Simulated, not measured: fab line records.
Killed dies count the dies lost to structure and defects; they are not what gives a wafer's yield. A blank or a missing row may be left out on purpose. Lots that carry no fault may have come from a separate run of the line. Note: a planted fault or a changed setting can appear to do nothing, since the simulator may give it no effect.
Matching of chambers	flow n5Finfet	N5_BEOL_M3_DESCUM_33 on rieDiel-04 has 4 sister chambers
The step chemistry O2, time 7 s. 20 wafers are shown with their chamber, then 10 later ones without.

WAFERS WITH THEIR CHAMBER
wafer	chamber	showerheadPlenumPTorr (Torr)	throttleValvePct (%)	drypumpMotorCurrentA (A)
L074.3	0	1.94	20.56	6.4
L074.4	1	2.09	20.19	6.1
L074.5	3	2.06	20.33	6.1
L076.1	3	2.06	20.32	6.1
L076.2	0	1.94	20.54	6.3
L076.4	3	2.06	20.33	6.0
L078.2	1	2.09	20.20	6.2
L078.3	3	2.06	20.34	6.0
L078.6	3	2.06	20.35	6.0
L082.1	0	1.94	20.55	6.3
L082.2	3	2.06	20.34	6.0
L082.6	3	2.06	20.35	6.1
L083.4	3	2.06	20.34	6.1
L083.5	2	2.17	20.47	5.5
L083.6	1	2.09	20.20	6.2
L088.1	0	1.93	20.57	6.3
L088.3	1	2.08	20.23	6.2
L088.4	3	2.05	20.36	6.1
L090.1	1	2.08	20.23	6.2
L090.2	2	2.17	20.50	5.5

SIGNATURES, as means of the wafers listed above
reading	chamber 0	chamber 1	chamber 2	chamber 3	scatter within a chamber
showerheadPlenumPTorr	1.9375	2.0860	2.1700	2.0589	0.00421
throttleValvePct	20.5550	20.2100	20.4850	20.3400	0.0149
drypumpMotorCurrentA	6.325	6.180	5.500	6.056	0.0486
Rule: for a wafer and a chamber, the distance is found by dividing, reading by reading, the gap between the wafer's reading and the chamber's mean by the reading's scatter, squaring, summing and taking the root. If the next closest chamber is less than 2 further off than the closest, the wafer can't be placed; otherwise it belongs to the closest. The scatter: the root of (the sum of the squares of (reading less its chamber's mean) over the shown wafers, divided by (wafers less chambers)).

WAFERS MISSING THEIR CHAMBER
wafer	showerheadPlenumPTorr (Torr)	throttleValvePct (%)	drypumpMotorCurrentA (A)
L090.3	1.93	20.58	6.4
L093.1	2.05	20.38	6.0
L093.4	2.08	20.25	6.2
L093.6	2.08	20.24	6.2
L094.2	2.05	20.38	6.1
L094.3	2.08	20.27	6.2
L094.6	2.08	20.23	6.2
L095.2	2.08	20.26	6.2
L095.4	2.16	20.52	5.5
L095.5	2.08	20.25	6.2

EACH ONE'S CHAMBER
wafer	from the rows above	in truth
L090.3	0	0
L093.1	3	3
L093.4	1	1
L093.6	1	1
L094.2	3	3
L094.3	1	1
L094.6	1	1
L095.2	1	1
L095.4	2	2
L095.5	1	1
10 of 10 placed correctly. From these rows, 0 cannot be placed. Wrongly placed: 0.
